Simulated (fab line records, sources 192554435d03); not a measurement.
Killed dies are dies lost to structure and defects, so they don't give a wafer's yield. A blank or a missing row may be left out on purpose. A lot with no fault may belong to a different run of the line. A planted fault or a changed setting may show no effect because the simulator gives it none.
Split-lot experiment | flow n5_finfet | 21 wafers read from 7 lots, route of 1938 steps

ON THE SPLIT
At N5_BEOL_M0_SAQP_ALD_48 (deposits SiO2, target thk 20 nm, pulse time 1 s, co reactant pulse time 1 s), the setting ald_cycles was moved away from the recipe's 139 on 7 of the 21 wafers read, by -7.9% to +15.8%. This setting was run at the recipe's value on the other wafers.

FROM THE SPLIT TO THE READING: what the file shows between them, 10 steps
- N5_BEOL_M0_CUTY_EXPOSE_54: exposes mask M0 ABLK (also split here: dose_mj)
- N5_BEOL_M0_CUTY_PEB_55: peb time 60 s
- N5_BEOL_M0_CUTY_DEVELOP_56: develop time 30 s
- N5_BEOL_M0_CUTY_CD_MEAS_57: target cd 200 nm
- N5_BEOL_M0_CUTY_DESCUM_61: chemistry O2, time 7.9 s
- N5_BEOL_M0_CUTY_ETCH_62: etches SiARC in CF4, time 58.5 s
- N5_BEOL_M0_CUTY_ETCH_63: etches SOC in N2/H2, target depth 82.7 nm, overetch 16.5 nm, time 124 s
- N5_BEOL_M0_CUTY_STRIP_64: strips in N2/H2
- N5_BEOL_M0_ETCH_138: etches SiCN in CH3F/O2, target depth 12 nm, time 31.6 s
- N5_BEOL_M0_HM_OPEN_105: chemistry Cl2/BCl3, target TiN, target depth 12 nm

THE READING
SiO2_of_BEOL_M0_SAQP_ALD_48.thk_nm (the simulator's own value, which no gauge read), in nm, at N5_BEOL_M0_STRIP_140 (strips in CF4). There is no usual value for it anywhere in the file. Average 11.3 nm, standard deviation 0.33 nm, over the 14 wafers here run with the recipe.

wafer  | tool, chamber at the split | ald_cycles as run | against the recipe | SiO2_of_BEOL_M0_SAQP_ALD_48.thk_nm, nm | against lot-mates on the recipe
L078.1 | ald_sin-03, 1,2            | 158               | +13.7%             | 12.8                                   | no lot-mate on the recipe
L078.2 | ald_sin-03, 0              | 158               | +13.7%             | 12.6                                   | no lot-mate on the recipe
L078.4 | ald_sin-03, 1,2            | 158               | +13.7%             | 12.6                                   | no lot-mate on the recipe
L079.4 | ald_sin-03, 1              | 130               | -6.5%              | 10.6                                   | -0.4
L079.5 | ald_sin-03, 1,0            | 139               | recipe             | 10.6                                   | -
L079.6 | ald_sin-03, 1,0            | 139               | recipe             | 11.4                                   | -
L080.2 | ald_sin-04, 3,0            | 139               | recipe             | 11.2                                   | -
L080.3 | ald_sin-04, 0              | 161               | +15.8%             | 13.4                                   | +1.9
L080.5 | ald_sin-04, 3,0            | 139               | recipe             | 11.8                                   | -
L081.1 | ald_sin-04, 3              | 139               | recipe             | 11.8                                   | -
L081.2 | ald_sin-04, 2,0            | 128               | -7.9%              | 10.2                                   | -1.6
L081.3 | ald_sin-04, 2,0            | 128               | -7.9%              | 10                                     | -1.8
L083.2 | ald_sin-04, 1,2            | 139               | recipe             | 11.4                                   | -
L083.3 | ald_sin-04, 1,2            | 139               | recipe             | 11.4                                   | -
L083.4 | ald_sin-04, 0              | 139               | recipe             | 11.4                                   | -
L084.1 | ald_sin-01, 3,2,0          | 139               | recipe             | 11.6                                   | -
L084.2 | ald_sin-01, 3,2,0          | 139               | recipe             | 10.8                                   | -
L084.4 | ald_sin-01, 3,2,0          | 139               | recipe             | 11.4                                   | -
L095.2 | ald_sin-01, 0,3,3          | 139               | recipe             | 11.6                                   | -
L095.3 | ald_sin-01, 0,3,3          | 139               | recipe             | 11                                     | -
L095.5 | ald_sin-01, 0,3,3          | 139               | recipe             | 11.2                                   | -
Rows listing several chambers each stand for several wafers; the file does not say which wafer went through which chamber.

THE FIT
A straight line over all 21 wafers: SiO2_of_BEOL_M0_SAQP_ALD_48.thk_nm changes by +0.116 nm for each +1% of ald_cycles; r = +0.93; the points scatter about the line by 0.32 nm.
The same after taking each lot's own level away (the mean of its wafers on the recipe; 18 wafers): +0.142 nm for each +1%; r = +0.90; scatter 0.36 nm.
On that fit, the largest move of ald_cycles shifts the reading by 2.2 nm.
From 11.00 to 11.80 nm: that is the span of the lots' own levels, equal to 2.4 times the standard deviation above.
Hence the slope depends on the lot-to-lot level, as the two fits are not the same.
Check: +2.82 nm against its lot-mates is what the line predicts for one of the wafers moved furthest among these (+15.8%) when that wafer is left out of the fit. It came out at +1.9 nm against them.

OTHER SPLITS ON THESE WAFERS
Note: prior to the reading, these wafers also went through further splits. Each is held against what the fit with the lots' levels taken away leaves over:
other split on the same wafers    | wafers away from the commonest value | r with SiO2_of_BEOL_M0_SAQP_ALD_48.thk_nm (lot level and that fit taken away)
N5_GATE_CUT_COAT_27 spin_rpm      | 4                                    | -0.05
N5_GATE_CUT_COAT_07 spin_rpm      | 5                                    | +0.23
N5_BEOL_M0_CUTY_EXPOSE_54 dose_mj | 10                                   | -0.14

THE WHOLE CHAIN: every reading that the file lists as answering this split, in the file's order
step                   | what it does                                                                | reading                                                                             | change (the file's fit)               | r (the file's)
N5_BEOL_M0_SAQP_ALD_48 | deposits SiO2, target thk 20 nm, pulse time 1 s, co reactant pulse time 1 s | SiO2_of_BEOL_M0_SAQP_ALD_48.thk_nm (the simulator's own value, which no gauge read) | +0.191 nm for each +1% of the setting | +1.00
N5_BEOL_M0_STRIP_140   | strips in CF4                                                               | SiO2_of_BEOL_M0_SAQP_ALD_48.thk_nm (the simulator's own value, which no gauge read) | +0.13 nm for each +1% of the setting  | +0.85

THE FILE'S OWN FIT
SiO2_of_BEOL_M0_SAQP_ALD_48.thk_nm changes by +0.13 nm for each +1% of ald_cycles, r = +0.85.
